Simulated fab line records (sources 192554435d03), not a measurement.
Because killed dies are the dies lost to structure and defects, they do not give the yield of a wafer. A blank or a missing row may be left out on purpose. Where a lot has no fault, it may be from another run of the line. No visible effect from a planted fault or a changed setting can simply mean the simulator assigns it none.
Chamber matching / flow n5Finfet / 4 sister chambers for N5_DUMMY_GATE_TRIM_49 on rieSi-01
The step chemistry O2, time 29 s, target cd 14 nm. 16 wafers are shown with their chamber, then 8 later ones without.

== WAFERS PAIRED WITH THEIR CHAMBERS ==
wafer=L076.1; chamber=2; throttleValvePct (%)=8.15; drypumpMotorCurrentA (A)=5.30; O2_flow_sccm (sccm)=100.52
wafer=L076.4; chamber=0; throttleValvePct (%)=8.42; drypumpMotorCurrentA (A)=5.73; O2_flow_sccm (sccm)=99.95
wafer=L076.6; chamber=1; throttleValvePct (%)=7.98; drypumpMotorCurrentA (A)=6.00; O2_flow_sccm (sccm)=100.19
wafer=L077.2; chamber=3; throttleValvePct (%)=8.19; drypumpMotorCurrentA (A)=5.94; O2_flow_sccm (sccm)=99.83
wafer=L077.3; chamber=0; throttleValvePct (%)=8.43; drypumpMotorCurrentA (A)=5.76; O2_flow_sccm (sccm)=99.62
wafer=L077.5; chamber=0; throttleValvePct (%)=8.45; drypumpMotorCurrentA (A)=5.75; O2_flow_sccm (sccm)=100.09
wafer=L079.2; chamber=3; throttleValvePct (%)=8.19; drypumpMotorCurrentA (A)=5.91; O2_flow_sccm (sccm)=100.30
wafer=L079.4; chamber=1; throttleValvePct (%)=7.98; drypumpMotorCurrentA (A)=5.98; O2_flow_sccm (sccm)=100.36
wafer=L079.6; chamber=1; throttleValvePct (%)=7.98; drypumpMotorCurrentA (A)=5.98; O2_flow_sccm (sccm)=99.94
wafer=L084.1; chamber=2; throttleValvePct (%)=8.17; drypumpMotorCurrentA (A)=5.32; O2_flow_sccm (sccm)=100.38
wafer=L084.2; chamber=0; throttleValvePct (%)=8.42; drypumpMotorCurrentA (A)=5.74; O2_flow_sccm (sccm)=99.96
wafer=L084.3; chamber=1; throttleValvePct (%)=7.98; drypumpMotorCurrentA (A)=6.00; O2_flow_sccm (sccm)=100.13
wafer=L087.1; chamber=1; throttleValvePct (%)=7.98; drypumpMotorCurrentA (A)=6.01; O2_flow_sccm (sccm)=99.92
wafer=L087.5; chamber=3; throttleValvePct (%)=8.18; drypumpMotorCurrentA (A)=5.93; O2_flow_sccm (sccm)=100.42
wafer=L087.6; chamber=0; throttleValvePct (%)=8.43; drypumpMotorCurrentA (A)=5.75; O2_flow_sccm (sccm)=99.77
wafer=L090.1; chamber=3; throttleValvePct (%)=8.17; drypumpMotorCurrentA (A)=5.98; O2_flow_sccm (sccm)=100.08

SIGNATURES (averages over the wafers above)
reading=throttleValvePct; chamber 0=8.4300; chamber 1=7.9800; chamber 2=8.1600; chamber 3=8.1825; scatter within a chamber=0.00946
reading=drypumpMotorCurrentA; chamber 0=5.7460; chamber 1=5.9940; chamber 2=5.3100; chamber 3=5.9400; scatter within a chamber=0.0183
reading=O2_flow_sccm; chamber 0=99.8780; chamber 1=100.1080; chamber 2=100.4500; chamber 3=100.1575; scatter within a chamber=0.2
Rule: a wafer's distance from a chamber is the root of the sum, over the readings, of the square of ((its reading less the chamber's mean) divided by the reading's scatter). The wafer belongs to the nearest chamber; if the next one is less than 2 further off, it can't be placed. The scatter: the root of (the sum of the squares of (reading less its chamber's mean) over the shown wafers, divided by (wafers less chambers)).

== WAFERS MISSING THEIR CHAMBER ==
wafer=L090.3; throttleValvePct (%)=8.43; drypumpMotorCurrentA (A)=5.75; O2_flow_sccm (sccm)=100.14
wafer=L090.4; throttleValvePct (%)=7.98; drypumpMotorCurrentA (A)=5.99; O2_flow_sccm (sccm)=99.13
wafer=L095.1; throttleValvePct (%)=7.97; drypumpMotorCurrentA (A)=5.98; O2_flow_sccm (sccm)=100.34
wafer=L095.2; throttleValvePct (%)=8.16; drypumpMotorCurrentA (A)=5.29; O2_flow_sccm (sccm)=100.41
wafer=L095.6; throttleValvePct (%)=7.96; drypumpMotorCurrentA (A)=5.98; O2_flow_sccm (sccm)=99.96
wafer=L096.1; throttleValvePct (%)=8.18; drypumpMotorCurrentA (A)=5.93; O2_flow_sccm (sccm)=100.10
wafer=L096.2; throttleValvePct (%)=8.15; drypumpMotorCurrentA (A)=5.31; O2_flow_sccm (sccm)=99.97
wafer=L096.5; throttleValvePct (%)=8.44; drypumpMotorCurrentA (A)=5.75; O2_flow_sccm (sccm)=100.38

== CHAMBER TAKEN BY EACH ==
wafer=L090.3; from the rows above=0; in truth=0
wafer=L090.4; from the rows above=1; in truth=1
wafer=L095.1; from the rows above=1; in truth=1
wafer=L095.2; from the rows above=2; in truth=2
wafer=L095.6; from the rows above=1; in truth=1
wafer=L096.1; from the rows above=3; in truth=3
wafer=L096.2; from the rows above=2; in truth=2
wafer=L096.5; from the rows above=0; in truth=0
Correct placement for 8 of the 8. Not placeable from these rows: 0. 0 placed wrongly.
